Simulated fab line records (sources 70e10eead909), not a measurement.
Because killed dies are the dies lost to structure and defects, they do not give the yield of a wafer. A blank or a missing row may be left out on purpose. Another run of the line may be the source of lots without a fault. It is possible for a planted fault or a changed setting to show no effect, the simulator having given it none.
Chamber matching	flow nand-harc	NHARC_A_CHANNEL_FILL_D2_ALD_16 on ald-hk-03 has 4 sister chambers
The step deposits SiO2, target thk 1.5 nm, pulse time 10 s, ald cycles 15. 4 wafers are shown with their chamber, then 7 later ones without.

WAFERS WITH THEIR CHAMBER
wafer	chamber	heater-power-w (W)
L088.4	0	459
L088.5	2	455
L094.1	1	480
L094.2	3	463

WAFERS WITH NO CHAMBER GIVEN
wafer	heater-power-w (W)
L094.4	471
L095.2	468
L095.3	471
L095.6	444
L096.2	475
L096.4	471
L096.5	469

EACH ONE'S CHAMBER
wafer	from the rows above	in truth
L094.4	can't be placed: 3 or 1 or 0 or 2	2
L095.2	can't be placed: 3 or 0 or 1 or 2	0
L095.3	can't be placed: 3 or 1 or 0 or 2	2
L095.6	can't be placed: 2 or 0 or 3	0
L096.2	can't be placed: 1 or 3 or 0 or 2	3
L096.4	can't be placed: 3 or 1 or 0 or 2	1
L096.5	can't be placed: 3 or 0 or 1 or 2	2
0 of 7 placed correctly. These rows do not allow placing 7 (true chamber among the candidates in 7). Placed wrongly: 0.
How it was worked out, from the rows above alone: a wafer's distance from a chamber is the root of the sum, over the readings, of the square of ((its reading less the chamber's mean) divided by the reading's scatter). If the next closest chamber is less than 2 further off than the closest, the wafer can't be placed; otherwise it belongs to the closest. For every chamber, the mean is computed from those of its wafers that are shown. The scatter (one wafer shown for each chamber): square how far every hidden wafer sits from the nearest shown wafer, average those squares and take the square root.
